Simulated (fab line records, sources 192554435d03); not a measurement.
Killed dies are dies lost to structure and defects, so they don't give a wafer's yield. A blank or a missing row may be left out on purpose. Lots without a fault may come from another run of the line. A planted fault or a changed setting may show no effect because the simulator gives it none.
Chamber matching | flow n5_finfet | N5_BEOL_M10_STRIP_19 on rie_diel-01: 4 sister chambers
The step strips in O2. 8 wafers are shown with their chamber, then 9 later ones without.

WAFERS WITH THEIR CHAMBER
wafer  | chamber | showerhead_plenum_p_Torr (Torr) | throttle_valve_pct (%)
L076.5 | 1       | 2.15                            | 16.74
L083.6 | 2       | 2.22                            | 16.53
L081.6 | 2       | 2.22                            | 16.54
L084.2 | 3       | 2.03                            | 16.56
L084.4 | 0       | 2.20                            | 16.45
L092.2 | 3       | 2.03                            | 16.57
L092.5 | 0       | 2.20                            | 16.47
L092.6 | 1       | 2.14                            | 16.33

WAFERS WITHOUT THEIR CHAMBER
wafer  | showerhead_plenum_p_Torr (Torr) | throttle_valve_pct (%)
L093.1 | 2.20                            | 16.49
L093.3 | 2.03                            | 16.56
L093.6 | 2.20                            | 16.48
L094.1 | 2.13                            | 16.34
L094.2 | 2.03                            | 16.59
L094.3 | 2.21                            | 16.57
L096.4 | 2.02                            | 16.59
L096.5 | 2.03                            | 16.61
L096.6 | 2.19                            | 16.52

WHICH CHAMBER EACH WENT THROUGH
wafer  | from the rows above     | in truth
L093.1 | 0                       | 0
L093.3 | 3                       | 3
L093.6 | 0                       | 0
L094.1 | 1                       | 1
L094.2 | 3                       | 3
L094.3 | can't be placed: 2 or 0 | 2
L096.4 | 3                       | 3
L096.5 | 3                       | 3
L096.6 | 0                       | 0
Placed correctly: 8 of 9. Can't be placed from these rows: 1 (the true chamber is among the candidates in 1). Placed wrongly: 0.
How it was worked out, from the rows above alone: a wafer's distance from a chamber is the root of the sum, over the readings, of the square of ((its reading less the chamber's mean) divided by the reading's scatter). The wafer belongs to the nearest chamber; if the next one is less than 2 further off, it can't be placed. A chamber's mean is the mean of its shown wafers. The scatter: the root of (the sum of the squares of (reading less its chamber's mean) over the shown wafers, divided by (wafers less chambers)).
